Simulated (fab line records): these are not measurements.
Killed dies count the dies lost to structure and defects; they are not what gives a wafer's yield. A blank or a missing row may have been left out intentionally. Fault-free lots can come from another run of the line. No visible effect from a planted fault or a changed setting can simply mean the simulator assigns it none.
Matching of chambers | flow n5 finfet | N5_GATE_CUT_ETCH_19 on rie diel-04: 3 sister chambers
The step etches SiNx in CH3F/O2, target depth 53.7 nm, time 76.7 s. 6 wafers are shown with their chamber, then 7 later ones without.

== WAFERS WITH THEIR CHAMBER ==
wafer  | chamber | showerhead plenum p Torr (Torr) | throttle valve pct (%)
L080.1 | 0       | 1.89                            | 16.67
L084.1 | 3       | 2.05                            | 16.05
L084.2 | 0       | 1.89                            | 16.69
L084.6 | 1       | 1.99                            | 16.63
L087.1 | 3       | 2.04                            | 16.08
L087.3 | 1       | 1.98                            | 16.64

== WAFERS WITH NO CHAMBER GIVEN ==
wafer  | showerhead plenum p Torr (Torr) | throttle valve pct (%)
L087.6 | 2.05                            | 16.05
L090.1 | 1.98                            | 16.63
L090.4 | 1.98                            | 16.65
L090.5 | 1.88                            | 16.71
L092.3 | 2.04                            | 16.09
L092.4 | 2.04                            | 16.09
L092.6 | 1.88                            | 16.71

== THE CHAMBER EACH PASSED THROUGH ==
wafer  | from the rows above | in truth
L087.6 | 3                   | 3
L090.1 | 1                   | 1
L090.4 | 1                   | 1
L090.5 | 0                   | 0
L092.3 | 3                   | 3
L092.4 | 3                   | 3
L092.6 | 0                   | 0
7 of 7 placed correctly. Left unplaced by these rows: 0. Placed wrongly: 0.
How it was worked out, from the rows above alone: a wafer's distance from a chamber is the root of the sum, over the readings, of the square of ((its reading less the chamber's mean) divided by the reading's scatter). If the next closest chamber is less than 2 further off than the closest, the wafer can't be placed; otherwise it belongs to the closest. Each chamber's mean is taken over the wafers shown for it. The scatter is the square root of a quotient: the sum, over the shown wafers, of each reading's squared deviation from its chamber's mean, divided by wafers minus chambers.
